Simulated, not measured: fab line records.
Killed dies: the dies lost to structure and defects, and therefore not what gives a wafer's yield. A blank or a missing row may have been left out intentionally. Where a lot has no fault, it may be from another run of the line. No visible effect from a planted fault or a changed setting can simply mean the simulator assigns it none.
Matching of chambers || flow nandHarc || rieDiel-13 running NHARC_A_M0_DESCUM_14: 4 sister chambers
The step chemistry O2, time 3 s. 16 wafers are shown with their chamber, then 8 later ones without.

== EACH WAFER AND ITS CHAMBER ==
{"wafer": "L493.1", "chamber": 3, "drypumpMotorCurrentA (A)": 6.2, "oesProductAu (a.u.)": 0.995, "rfVppV (V)": 55.6}
{"wafer": "L493.2", "chamber": 1, "drypumpMotorCurrentA (A)": 6.3, "oesProductAu (a.u.)": 0.996, "rfVppV (V)": 57.5}
{"wafer": "L493.5", "chamber": 0, "drypumpMotorCurrentA (A)": 5.4, "oesProductAu (a.u.)": 0.981, "rfVppV (V)": 58.1}
{"wafer": "L497.2", "chamber": 2, "drypumpMotorCurrentA (A)": 5.5, "oesProductAu (a.u.)": 1.011, "rfVppV (V)": 58.8}
{"wafer": "L497.3", "chamber": 3, "drypumpMotorCurrentA (A)": 6.2, "oesProductAu (a.u.)": 0.983, "rfVppV (V)": 57.0}
{"wafer": "L497.5", "chamber": 1, "drypumpMotorCurrentA (A)": 6.3, "oesProductAu (a.u.)": 1.001, "rfVppV (V)": 57.7}
{"wafer": "L495.2", "chamber": 3, "drypumpMotorCurrentA (A)": 6.2, "oesProductAu (a.u.)": 0.988, "rfVppV (V)": 57.6}
{"wafer": "L495.4", "chamber": 2, "drypumpMotorCurrentA (A)": 5.5, "oesProductAu (a.u.)": 0.997, "rfVppV (V)": 59.8}
{"wafer": "L495.5", "chamber": 1, "drypumpMotorCurrentA (A)": 6.3, "oesProductAu (a.u.)": 0.992, "rfVppV (V)": 58.0}
{"wafer": "L498.2", "chamber": 3, "drypumpMotorCurrentA (A)": 6.2, "oesProductAu (a.u.)": 0.990, "rfVppV (V)": 55.8}
{"wafer": "L498.3", "chamber": 0, "drypumpMotorCurrentA (A)": 5.4, "oesProductAu (a.u.)": 0.975, "rfVppV (V)": 57.0}
{"wafer": "L498.6", "chamber": 0, "drypumpMotorCurrentA (A)": 5.4, "oesProductAu (a.u.)": 0.969, "rfVppV (V)": 57.1}
{"wafer": "L503.1", "chamber": 1, "drypumpMotorCurrentA (A)": 6.3, "oesProductAu (a.u.)": 1.005, "rfVppV (V)": 59.0}
{"wafer": "L503.2", "chamber": 0, "drypumpMotorCurrentA (A)": 5.4, "oesProductAu (a.u.)": 0.988, "rfVppV (V)": 58.4}
{"wafer": "L503.6", "chamber": 3, "drypumpMotorCurrentA (A)": 6.1, "oesProductAu (a.u.)": 1.000, "rfVppV (V)": 57.3}
{"wafer": "L504.1", "chamber": 0, "drypumpMotorCurrentA (A)": 5.4, "oesProductAu (a.u.)": 0.979, "rfVppV (V)": 58.0}

SIGNATURES (averages over the wafers above)
{"reading": "drypumpMotorCurrentA", "chamber 0": 5.400, "chamber 1": 6.300, "chamber 2": 5.500, "chamber 3": 6.180, "scatter within a chamber": 0.0258}
{"reading": "oesProductAu", "chamber 0": 0.97840, "chamber 1": 0.99850, "chamber 2": 1.00400, "chamber 3": 0.99120, "scatter within a chamber": 0.00686}
{"reading": "rfVppV", "chamber 0": 57.720, "chamber 1": 58.050, "chamber 2": 59.300, "chamber 3": 56.660, "scatter within a chamber": 0.747}
Rule: distance of a wafer from a chamber = root of the sum over the readings of ((wafer's reading minus chamber's mean) / reading's scatter) squared. If the next closest chamber is less than 2 further off than the closest, the wafer can't be placed; otherwise it belongs to the closest. The scatter is the square root of a quotient: the sum, over the shown wafers, of each reading's squared deviation from its chamber's mean, divided by wafers minus chambers.

== WAFERS MISSING THEIR CHAMBER ==
{"wafer": "L504.4", "drypumpMotorCurrentA (A)": 5.5, "oesProductAu (a.u.)": 0.995, "rfVppV (V)": 60.8}
{"wafer": "L504.5", "drypumpMotorCurrentA (A)": 5.4, "oesProductAu (a.u.)": 0.982, "rfVppV (V)": 58.2}
{"wafer": "L507.2", "drypumpMotorCurrentA (A)": 6.1, "oesProductAu (a.u.)": 0.962, "rfVppV (V)": 56.5}
{"wafer": "L507.3", "drypumpMotorCurrentA (A)": 5.4, "oesProductAu (a.u.)": 1.020, "rfVppV (V)": 57.0}
{"wafer": "L507.6", "drypumpMotorCurrentA (A)": 5.4, "oesProductAu (a.u.)": 0.985, "rfVppV (V)": 58.5}
{"wafer": "L512.1", "drypumpMotorCurrentA (A)": 5.4, "oesProductAu (a.u.)": 0.997, "rfVppV (V)": 58.0}
{"wafer": "L512.2", "drypumpMotorCurrentA (A)": 6.3, "oesProductAu (a.u.)": 1.008, "rfVppV (V)": 57.6}
{"wafer": "L512.6", "drypumpMotorCurrentA (A)": 5.4, "oesProductAu (a.u.)": 1.027, "rfVppV (V)": 57.1}

== EACH ONE'S CHAMBER ==
{"wafer": "L504.4", "from the rows above": 2, "in truth": 2}
{"wafer": "L504.5", "from the rows above": 0, "in truth": 0}
{"wafer": "L507.2", "from the rows above": 3, "in truth": 3}
{"wafer": "L507.3", "from the rows above": "can't be placed: 2 or 0", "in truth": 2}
{"wafer": "L507.6", "from the rows above": 0, "in truth": 0}
{"wafer": "L512.1", "from the rows above": "can't be placed: 0 or 2", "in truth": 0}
{"wafer": "L512.2", "from the rows above": 1, "in truth": 1}
{"wafer": "L512.6", "from the rows above": "can't be placed: 2 or 0", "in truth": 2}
Correctly placed: 5 of 8. These rows do not allow placing 3 (true chamber among the candidates in 3). Placed wrongly: 0.
